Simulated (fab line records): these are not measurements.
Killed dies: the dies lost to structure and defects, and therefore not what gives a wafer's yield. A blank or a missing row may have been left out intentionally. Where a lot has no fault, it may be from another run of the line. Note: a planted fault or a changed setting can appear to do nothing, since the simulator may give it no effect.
Which tool did it?	flow nand harc	Sampling: 15 lots, 45 wafers, 3 of 1159 route steps

## WHAT EACH GAUGE READ, for each wafer
NHARC_P_M1_OVL_MEAS_10: pitch 260 nm.
lot	measured	on	overlay x nm (nm)	overlay y nm (nm)
L385	day 6 09:53	overlay-01	-0.6 -0.7 -0.4	0.2 -0.5 -0.7
L387	day 6 19:37	overlay-01	1.8 1.6 1.4	0.1 0.0 -0.2
L386	day 6 20:22	overlay-01	-0.4 -0.7 -0.5	-0.8 -0.7 -0.7
L388	day 6 20:23	overlay-02	-0.4 -0.2 -0.3	-0.7 -0.1 -0.4
L392	day 8 03:13	overlay-01	- - -	- - -
L394	day 8 09:45	overlay-02	- - -	- - -
L393	day 8 20:37	overlay-02	- - -	- - -
L398	day 9 06:49	overlay-01	-0.1 -0.4 -0.9	0.0 -0.1 -0.4
L395	day 9 07:59	overlay-01	1.4 0.5 1.4	0.6 0.9 0.3
L403	day 10 13:41	overlay-02	0.4 0.4 0.3	-0.6 -0.5 -1.1
L402	day 10 14:41	overlay-02	-0.6 -0.9 -0.2	0.0 -0.3 0.1
L404	day 10 21:58	overlay-01	1.4 1.4 1.2	0.3 0.3 0.2
L405	day 11 03:04	overlay-01	0.6 0.4 0.8	0.0 -0.2 -0.4
L406	day 11 12:58	overlay-02	-0.8 -0.2 -0.2	0.3 -0.3 0.3
L407	day 11 16:50	overlay-01	-0.1 -0.6 -0.6	-0.2 -0.3 -0.7

## TOOL THAT RAN EACH LOT (tool first, then ch and the chambers of the sampled wafers, then the start)
lot	NHARC_P_M0_ANNEAL_30	NHARC_P_M1_PEB_07
L385	rtp anneal-02 ch 0, day 6 07:38	litho track-04 ch 0, day 6 09:43
L387	rtp anneal-01 ch 0, day 6 17:20	litho track-06 ch 0, day 6 19:27
L386	rtp anneal-01 ch 0, day 6 17:49	litho track-04 ch 0, day 6 20:11
L388	rtp anneal-01 ch 0, day 6 18:15	litho track-01 ch 0, day 6 20:13
L392	rtp anneal-01 ch 0, day 8 01:01	litho track-01, day 8 03:02
L394	rtp anneal-02 ch 0, day 8 07:26	litho track-06, day 8 09:35
L393	rtp anneal-02 ch 0, day 8 18:22	litho track-06, day 8 20:26
L398	rtp anneal-02 ch 0, day 9 04:40	litho track-01 ch 0, day 9 06:38
L395	rtp anneal-01 ch 0, day 9 05:51	litho track-06 ch 0, day 9 07:49
L403	rtp anneal-02 ch 0, day 10 11:21	litho track-01 ch 0, day 10 13:31
L402	rtp anneal-01 ch 0, day 10 12:18	litho track-01 ch 0, day 10 14:32
L404	rtp anneal-02 ch 0, day 10 19:31	litho track-06 ch 0, day 10 21:47
L405	rtp anneal-02 ch 0, day 11 00:49	litho track-01 ch 0, day 11 02:53
L406	rtp anneal-01 ch 0, day 11 10:44	litho track-06 ch 0, day 11 12:48
L407	rtp anneal-02 ch 0, day 11 14:41	litho track-06 ch 0, day 11 16:40
- NHARC_P_M0_ANNEAL_30: time 90 s.
- NHARC_P_M1_PEB_07: peb time 65 s.

## AS READ BY THE TOOLS THEMSELVES (means over the sampled wafers that have a number; for cases with no such wafer, the mark the record gives instead)
NHARC_P_M0_ANNEAL_30.
lot	tool	wafer_temp_C_max
L385	rtp anneal-02	226.9
L387	rtp anneal-01	226.1
L386	rtp anneal-01	226.0
L388	rtp anneal-01	226.4
L392	rtp anneal-01	225.8
L394	rtp anneal-02	226.8
L393	rtp anneal-02	227.0
L398	rtp anneal-02	227.0
L395	rtp anneal-01	225.9
L403	rtp anneal-02	227.2
L402	rtp anneal-01	226.1
L404	rtp anneal-02	226.9
L405	rtp anneal-02	226.7
L406	rtp anneal-01	226.0
L407	rtp anneal-02	227.0

NHARC_P_M1_PEB_07.
lot	tool	chill plate temp C (C)	exhaust pa (Pa)
L385	litho track-04	23.03	44.5
L387	litho track-06	23.13	46.3
L386	litho track-04	23.03	45.2
L388	litho track-01	23.16	45.6
L392	litho track-01	-	-
L394	litho track-06	-	-
L393	litho track-06	-	-
L398	litho track-01	22.89	43.7
L395	litho track-06	22.87	45.9
L403	litho track-01	23.01	43.7
L402	litho track-01	23.04	44.7
L404	litho track-06	23.02	44.8
L405	litho track-01	23.02	45.0
L406	litho track-06	22.92	45.3
L407	litho track-06	23.05	44.5

## THE ANSWER, worked out from the rows above alone
Rule: the lots themselves supply what counts as usual. Put in order of their means at a reading, lots are off if they are a third of the lots or fewer, leave a main group of 4 or more, and stand apart from it by a gap of 3 or more times the standard deviation of the main group's means; of several such gaps the widest counts. If all means in a main group match to the digits the tables above print for the reading, that group is not used. A lot without any number at a reading at which 4 lots or more have one is off too. All remaining lots with rows at the step are treated as sound. Order of review: gauges by route order, followed by the tools' own readings, for which a lot's mean as printed above is used. The first step at which some lot is off is used, and at that step the reading that is off furthest; a lot without a number counts as furthest.
Off at NHARC_P_M1_OVL_MEAS_10 (overlay x nm): L392, L394, L393. Without a number there: L392, L394, L393. For the main group the mean is 0.1 nm and the standard deviation 0.78.
If a tool, at a process step before that reading, ran all the lots that are off and no sound lot after the first of them, it fits. Not tried: the gauges at NHARC_P_M1_OVL_MEAS_10; whatever is off there is also off at NHARC_P_M1_PEB_07, on other tools, and gauge error can't account for it. None of those tried fits.

## WHAT THE SIMULATOR PUT IN
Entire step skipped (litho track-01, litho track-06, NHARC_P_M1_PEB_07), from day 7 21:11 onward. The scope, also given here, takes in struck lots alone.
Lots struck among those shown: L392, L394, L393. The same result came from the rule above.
